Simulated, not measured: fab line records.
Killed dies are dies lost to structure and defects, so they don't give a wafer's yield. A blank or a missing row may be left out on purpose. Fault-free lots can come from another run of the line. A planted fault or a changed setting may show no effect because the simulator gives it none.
8D (eight disciplines) problem report, filled in by code	flow nandHarc	the parts of the form that need people (team, actions taken, sign-off) are left out

== 1. WHAT WENT WRONG ==
Mean of oesProductAu at NHARC_P_ZERO_WELL_ETCH_63: 1.276 a.u. across 6 wafers in 2 lots; on wafers with no fault it is 0.996 a.u. (standard deviation 0.01). That is +28 standard deviations from the usual mean.
The step: etches the open film in HBr/Cl2, target depth 120 nm, time 40.1 s.
Earliest sighting: wafer L609.2 on rieSi-01 at day 4 19:32. At this step, 36 wafers from 12 lots have a number in the record. By rule, "out" or "out of limits" means more than 4 standard deviations away from the usual mean. The rest of the wafers with a number are treated as sound.

== 2. WHAT IT IS, AND WHAT IT ISN'T ==
question	is	is not
which readings at this step	oesProductAu	drypumpMotorCurrentA, rfFwdPowerW, throttleValvePct
which lots	L609, L610	L596, L598, L599, L600, L607, L608, L612, L614, L616, L619
which wafers of those lots	all that have a number	-
read on which tools	rieSi-01	rieSi-04, rieSi-05
when	from day 4 19:32	up to then (18 sound wafers); but 12 sound wafers of L612, L614, L616, L619 came after

== 3. THE SUSPECTS, EACH WITH WHAT RULES IT OUT ==
Counting: a tool at a process step up to the reading stays a suspect if it ran every lot that is out and no sound lot after the first of them.
- rieSi-01 at NHARC_P_ZERO_WELL_ETCH_63 (etches the open film in HBr/Cl2, target depth 120 nm, time 40.1 s): kept. It ran every lot that is out, first L609 (day 4 19:32), and no sound lot after that; its last sound lot up to then is L608 (day 4 13:34). On those wafers its own readings are out: oesProductAu.
The count leaves rieSi-01 at NHARC_P_ZERO_WELL_ETCH_63.

== 4. THE CAUSE (what the simulator had put in) ==
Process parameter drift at NHARC_P_ZERO_WELL_ETCH_63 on rieSi-01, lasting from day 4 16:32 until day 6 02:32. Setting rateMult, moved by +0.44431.
Only this tool survived the counting.

== 5. THE EFFECT CHAIN, in route order ==
One row per reading whose mean, taken over the struck wafers that have a number, lies over 3 standard deviations from the usual. Scope: only readings with a usual standard deviation given in the record; hours: median across lots of the time from each lot's start at the first step in this table that gives one to its start at this step; sigmas: change in usual standard deviations.
hours	step	reading	usual	on struck wafers	change	sigmas
0	NHARC_P_ZERO_WELL_ETCH_63	oesProductAu	0.996 a.u.	1.276	+0.280	+28
It contains these process steps:
- NHARC_P_ZERO_WELL_ETCH_63: etches the open film in HBr/Cl2, target depth 120 nm, time 40.1 s.

== 6. HOW IT WOULD HAVE BEEN CAUGHT EARLIER ==
3 hours passed between the start of the fault at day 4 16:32 and the first reading out of limits in this record, taken at day 4 19:32.
